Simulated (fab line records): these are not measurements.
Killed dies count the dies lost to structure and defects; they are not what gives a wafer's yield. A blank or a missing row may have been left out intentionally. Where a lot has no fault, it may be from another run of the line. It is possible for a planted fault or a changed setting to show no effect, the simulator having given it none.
Matching of chambers / flow nand_harc / 4 sister chambers for NHARC_P_M2_CMP_23 on cmp-03
The step polishes, t overpolish 20 s, target thk 144.3 nm. 8 wafers are shown with their chamber, then 8 later ones without.

## WAFERS, EACH WITH ITS CHAMBER
wafer=L084.4; chamber=0; motor_current_A (A)=11.6; time_to_endpoint_s (s)=33
wafer=L086.2; chamber=3; motor_current_A (A)=11.9; time_to_endpoint_s (s)=28
wafer=L086.3; chamber=0; motor_current_A (A)=11.9; time_to_endpoint_s (s)=32
wafer=L086.4; chamber=2; motor_current_A (A)=10.2; time_to_endpoint_s (s)=27
wafer=L087.1; chamber=3; motor_current_A (A)=12.3; time_to_endpoint_s (s)=31
wafer=L087.5; chamber=1; motor_current_A (A)=14.4; time_to_endpoint_s (s)=31
wafer=L087.6; chamber=2; motor_current_A (A)=10.6; time_to_endpoint_s (s)=29
wafer=L088.1; chamber=1; motor_current_A (A)=14.9; time_to_endpoint_s (s)=32

## WAFERS MISSING THEIR CHAMBER
wafer=L088.3; motor_current_A (A)=10.6; time_to_endpoint_s (s)=30
wafer=L088.5; motor_current_A (A)=11.9; time_to_endpoint_s (s)=30
wafer=L090.1; motor_current_A (A)=10.3; time_to_endpoint_s (s)=27
wafer=L090.2; motor_current_A (A)=11.9; time_to_endpoint_s (s)=33
wafer=L090.6; motor_current_A (A)=13.5; time_to_endpoint_s (s)=28
wafer=L093.1; motor_current_A (A)=14.7; time_to_endpoint_s (s)=34
wafer=L093.5; motor_current_A (A)=12.9; time_to_endpoint_s (s)=34
wafer=L093.6; motor_current_A (A)=10.5; time_to_endpoint_s (s)=31

## WHICH CHAMBER EACH ONE RAN IN
wafer=L088.3; from the rows above=2; in truth=2
wafer=L088.5; from the rows above=can't be placed: 3 or 0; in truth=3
wafer=L090.1; from the rows above=2; in truth=2
wafer=L090.2; from the rows above=0; in truth=0
wafer=L090.6; from the rows above=can't be placed: 1 or 3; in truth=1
wafer=L093.1; from the rows above=1; in truth=1
wafer=L093.5; from the rows above=can't be placed: 0 or 3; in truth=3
wafer=L093.6; from the rows above=2; in truth=2
Correctly placed: 5 of 8. Not placeable from these rows: 3 (in 3, the candidates include the true chamber). Number placed wrongly: 0.
How it was worked out, from the rows above alone: a wafer's distance from a chamber is the root of the sum, over the readings, of the square of ((its reading less the chamber's mean) divided by the reading's scatter). If the next closest chamber is less than 2 further off than the closest, the wafer can't be placed; otherwise it belongs to the closest. For every chamber, the mean is computed from those of its wafers that are shown. The scatter is the square root of a quotient: the sum, over the shown wafers, of each reading's squared deviation from its chamber's mean, divided by wafers minus chambers.
